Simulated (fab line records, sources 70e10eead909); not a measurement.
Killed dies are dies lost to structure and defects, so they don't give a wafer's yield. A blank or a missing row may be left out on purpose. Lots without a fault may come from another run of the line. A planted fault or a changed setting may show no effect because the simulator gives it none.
A struck lot beside a sound one | flow nand_harc | 45 steps out of a route of 1302
Sound: wafers L124.1, L124.4, L124.6. Struck: wafers L133.4, L133.5, L133.6. The cause comes at the end.
At each step with rows: each side's tool, then ch and its chambers, then its first start. Under that, the readings that differ: sound wafers | struck wafers | difference of the means | sigmas: that difference in standard deviations of wafers without a fault.
alike: readings whose means differ by less than 2 such deviations, and words and numbers that are the same on both sides. not compared: withheld readings, readings that some wafer has no value for, bounds like >300 that may hide the same value, and numbers for which the record gives no deviation and whose values overlap.
The two part at a step that has a row with sigmas, a row that says differs or no value, or rows on one side only. Numbers that don't overlap but have no deviation are shown without sigmas and don't part them. A reading that every wafer of one side lacks parts them only if that side has two wafers or more.

first, 7 steps without rows for these wafers: NHARC_P_ZERO_WELL_COAT_64 (time 65 s); NHARC_P_ZERO_WELL_COAT_05 (resist thk 600 nm); NHARC_P_ZERO_WELL_SOFTBAKE_06 (time 70 s); NHARC_P_ZERO_WELL_EBR_07; NHARC_P_ZERO_WELL_EXPOSE_08 (exposes mask P ZERO, target cd 500 nm); NHARC_P_ZERO_WELL_PEB_09 (peb time 80 s); NHARC_P_ZERO_WELL_DEVELOP_10 (time 50 s).
NHARC_P_ZERO_WELL_CD_MEAS_11: target cd 500 nm.
  sound on cd_sem-03 ch 0, day 4 09:14; struck on cd_sem-01 ch 0, day 8 03:07
  alike: cd_nm
then, 1 step without rows for these wafers: NHARC_P_ZERO_WELL_HARDBAKE_12 (time 65 s).
NHARC_P_ZERO_WELL_DESCUM_13: chemistry O2, time 3 s.
  sound on rie_diel-04 ch 0,3, day 4 09:23; struck on rie_diel-04 ch 0,1,2, day 8 03:17
  alike: drypump_motor_current_A, oes_product_au, rf_vpp_V, showerhead_plenum_p_Torr, throttle_valve_pct
  not compared: rf_hours_counter_h
NHARC_P_ZERO_WELL_ETCH_65: etches the open film in N2/H2, target depth 80 nm, overetch 24 nm, time 87.88 s.
  sound on rie_diel-04 ch 0,1, day 4 09:29; struck on rie_diel-04 ch 0,2,3, day 8 03:28
  reading                | sound                | struck               | difference | sigmas
  throttle_valve_pct (%) | 14.169 14.153 14.167 | 14.171 14.198 14.179 | +0.020     | +2
  alike: drypump_motor_current_A, n2_flow_sccm, oes_product_au, rf_vpp_V, showerhead_plenum_p_Torr
  not compared: rf_hours_counter_h
NHARC_P_ZERO_WELL_ETCH_62: etches the open film in CHF3/Ar, target depth 13 nm, time 6.5 s.
  sound on rie_diel-04 ch 1,3; struck on rie_diel-04 ch 0,1,3
  alike: drypump_motor_current_A, oes_product_au, rf_vpp_V, showerhead_plenum_p_Torr, throttle_valve_pct
  not compared: rf_hours_counter_h
NHARC_P_ZERO_WELL_ETCH_63: etches the open film in HBr/Cl2, target depth 120 nm, time 40.1 s.
  sound on rie_si-04 ch 1,3, day 4 09:40; struck on rie_si-06 ch 0,1,3, day 8 03:40
  alike: drypump_motor_current_A, oes_product_au, throttle_valve_pct
  not compared: rf_hours_counter_h
then, 9 steps without rows for these wafers: NHARC_P_ZERO_WELL_STRIP_15 (strips in SPM, time 900 s); NHARC_P_ZERO_WELL_DEHYDRATE_16 (time 120 s); NHARC_P_ZERO_WELL_HMDS_17 (time 30 s); NHARC_P_ZERO_WELL_COAT_18; NHARC_P_ZERO_WELL_SOFTBAKE_19 (time 95 s); NHARC_P_ZERO_WELL_EBR_20; NHARC_P_ZERO_WELL_EXPOSE_21 (exposes mask P NWELL, target cd 720 nm); NHARC_P_ZERO_WELL_PEB_22 (peb time 85 s); NHARC_P_ZERO_WELL_DEVELOP_23 (time 70 s).
NHARC_P_ZERO_WELL_CD_MEAS_24: target cd 720 nm.
  sound on cd_sem-02 ch 0, day 4 10:27; struck on cd_sem-03 ch 0, day 8 04:26
  alike: cd_nm
then, 1 step without rows for these wafers: NHARC_P_ZERO_WELL_HARDBAKE_25 (time 80 s).
NHARC_P_ZERO_WELL_DESCUM_26: chemistry O2, time 3 s.
  sound on rie_diel-04 ch 0,3, day 4 10:37; struck on rie_diel-04 ch 0,1,2, day 8 04:37
  alike: drypump_motor_current_A, oes_product_au, rf_vpp_V, showerhead_plenum_p_Torr, throttle_valve_pct
  not compared: rf_hours_counter_h
then, 12 steps without rows for these wafers: NHARC_P_ZERO_WELL_IMPLANT_27; NHARC_P_ZERO_WELL_IMPLANT_57; NHARC_P_ZERO_WELL_IMPLANT_58; NHARC_P_ZERO_WELL_STRIP_28 (strips in SPM, time 840 s); NHARC_P_ZERO_WELL_DEHYDRATE_29 (time 120 s); NHARC_P_ZERO_WELL_HMDS_30 (time 30 s); NHARC_P_ZERO_WELL_COAT_31; NHARC_P_ZERO_WELL_SOFTBAKE_32 (time 95 s); NHARC_P_ZERO_WELL_EBR_33; NHARC_P_ZERO_WELL_EXPOSE_34 (exposes mask P PWELL, target cd 720 nm); NHARC_P_ZERO_WELL_PEB_35 (peb time 85 s); NHARC_P_ZERO_WELL_DEVELOP_36 (time 70 s).
NHARC_P_ZERO_WELL_CD_MEAS_37: target cd 720 nm.
  sound on cd_sem-01 ch 0, day 4 12:05; struck on cd_sem-01 ch 0, day 8 05:56
  alike: cd_nm
then, 1 step without rows for these wafers: NHARC_P_ZERO_WELL_HARDBAKE_38 (time 80 s).
NHARC_P_ZERO_WELL_DESCUM_39: chemistry O2, time 3 s.
  sound on rie_diel-04 ch 0,2, day 4 12:15; struck on rie_diel-05 ch 1,2, day 8 06:07
  reading                         | sound          | struck         | difference | sigmas
  showerhead_plenum_p_Torr (Torr) | 1.95 2.05 1.95 | 1.82 1.82 1.92 | -0.13      | -2
  alike: drypump_motor_current_A, oes_product_au, rf_vpp_V, throttle_valve_pct
  not compared: rf_hours_counter_h
then, 2 steps without rows for these wafers: NHARC_P_ZERO_WELL_IMPLANT_40; NHARC_P_ZERO_WELL_IMPLANT_59.
NHARC_P_ZERO_WELL_INSPECT_43:
  sound on defect_inspect-02, day 4 16:10; struck on defect_inspect-01, day 8 09:25
  reading          | sound   | struck      | difference | sigmas
  raw_defect_count | 16 13 7 | 934 934 922 | +918       | +99 or more
NHARC_P_STI_INSPECT_11:
  sound on defect_inspect-02, day 5 08:09; struck on defect_inspect-02, day 9 02:17
  reading          | sound  | struck      | difference | sigmas
  raw_defect_count | 2 2 12 | 911 932 928 | +918       | +99 or more
-- the record jumps here: 21 days lie between the struck wafers' starts before and after (it left off in module P_STI and takes up again in module END, whose first step shown is number 1302 of the route) --
NHARC_END_SORT_01:
  the record has rows for the struck wafers here (prober-02 ch 0, day 30 00:05) and none for the sound ones

WHERE THEY PART
First at NHARC_P_ZERO_WELL_ETCH_65; last, within this record, at NHARC_END_SORT_01.

WHY: what the simulator had put in
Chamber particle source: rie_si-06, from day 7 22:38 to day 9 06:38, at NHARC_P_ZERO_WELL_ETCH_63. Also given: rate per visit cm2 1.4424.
